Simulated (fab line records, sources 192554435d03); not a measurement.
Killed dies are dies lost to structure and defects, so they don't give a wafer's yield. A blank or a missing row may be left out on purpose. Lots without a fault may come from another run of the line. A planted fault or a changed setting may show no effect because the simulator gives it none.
Chamber matching | flow n5_finfet | N5_BEOL_M4_ALD_84 on ald_metal-01: 4 sister chambers
The step deposits TaN, pulse time 2 s, purge time 3 s, co reactant purge time 2 s. 14 wafers are shown with their chamber, then 7 later ones without.

WAFERS WITH THEIR CHAMBER
wafer  | chamber | heater_power_w (W) | chamber_pressure_Torr (Torr)
L075.3 | 2       | 389                | 2.996
L075.4 | 1       | 440                | 3.008
L075.6 | 0       | 459                | 2.999
L079.1 | 2       | 393                | 3.002
L079.3 | 3       | 443                | 2.993
L079.5 | 0       | 462                | 3.000
L081.2 | 0       | 454                | 2.992
L081.5 | 0       | 461                | 2.999
L081.6 | 3       | 432                | 2.993
L082.1 | 3       | 444                | 2.996
L082.2 | 0       | 464                | 2.993
L082.3 | 2       | 390                | 3.001
L083.3 | 1       | 442                | 2.996
L083.4 | 3       | 440                | 3.006

SIGNATURES (means of the wafers above)
reading               | chamber 0 | chamber 1 | chamber 2 | chamber 3 | scatter within a chamber
heater_power_w        | 460.00    | 441.00    | 390.67    | 439.75    | 3.97
chamber_pressure_Torr | 2.99660   | 3.00200   | 2.99967   | 2.99700   | 0.00514
Rule: a wafer's distance from a chamber is the root of the sum, over the readings, of the square of ((its reading less the chamber's mean) divided by the reading's scatter). The wafer belongs to the nearest chamber; if the next one is less than 2 further off, it can't be placed. The scatter: the root of (the sum of the squares of (reading less its chamber's mean) over the shown wafers, divided by (wafers less chambers)).

WAFERS WITHOUT THEIR CHAMBER
wafer  | heater_power_w (W) | chamber_pressure_Torr (Torr)
L083.5 | 450                | 3.014
L084.3 | 440                | 3.001
L084.4 | 386                | 2.997
L084.6 | 451                | 2.999
L094.1 | 431                | 3.005
L094.2 | 467                | 2.992
L094.3 | 436                | 3.000

WHICH CHAMBER EACH WENT THROUGH
wafer  | from the rows above          | in truth
L083.5 | can't be placed: 1 or 3 or 0 | 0
L084.3 | can't be placed: 1 or 3      | 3
L084.4 | 2                            | 2
L084.6 | can't be placed: 0 or 1 or 3 | 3
L094.1 | can't be placed: 1 or 3      | 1
L094.2 | 0                            | 0
L094.3 | can't be placed: 3 or 1      | 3
Placed correctly: 2 of 7. Can't be placed from these rows: 5 (the true chamber is among the candidates in 5). Placed wrongly: 0.
